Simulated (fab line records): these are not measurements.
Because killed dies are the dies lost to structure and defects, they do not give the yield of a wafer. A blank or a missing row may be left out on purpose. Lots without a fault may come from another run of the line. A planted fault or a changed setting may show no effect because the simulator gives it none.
Chamber matching | flow n5_finfet | cmp-02 running N5_MOL_CONTACT_COAG_CMP_23: 4 sister chambers
The step polishes, stops on SiO2, t overpolish 1.5 s, target thk 0 nm. 4 wafers are shown with their chamber, then 7 later ones without.

== WAFERS PAIRED WITH THEIR CHAMBERS ==
wafer  | chamber | motor_current_A (A)
L759.4 | 2       | 6.0
L767.5 | 3       | 9.0
L770.1 | 0       | 8.3
L770.2 | 1       | 7.0

== WAFERS WITHOUT THEIR CHAMBER ==
wafer  | motor_current_A (A)
L770.3 | 8.5
L774.2 | 6.2
L774.3 | 9.1
L774.5 | 7.6
L775.2 | 7.2
L775.4 | 8.8
L775.6 | 7.5

== EACH ONE'S CHAMBER ==
wafer  | from the rows above     | in truth
L770.3 | can't be placed: 0 or 3 | 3
L774.2 | can't be placed: 2 or 1 | 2
L774.3 | 3                       | 3
L774.5 | can't be placed: 1 or 0 | 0
L775.2 | 1                       | 1
L775.4 | can't be placed: 3 or 0 | 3
L775.6 | can't be placed: 1 or 0 | 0
Correctly placed: 2 of 7. These rows do not allow placing 5 (true chamber among the candidates in 5). 0 placed wrongly.
How it was worked out, from the rows above alone: a wafer's distance from a chamber is the root of the sum, over the readings, of the square of ((its reading less the chamber's mean) divided by the reading's scatter). The wafer belongs to the nearest chamber; if the next one is less than 2 further off, it can't be placed. For every chamber, the mean is computed from those of its wafers that are shown. The scatter (one wafer shown for each chamber): square how far every hidden wafer sits from the nearest shown wafer, average those squares and take the square root.
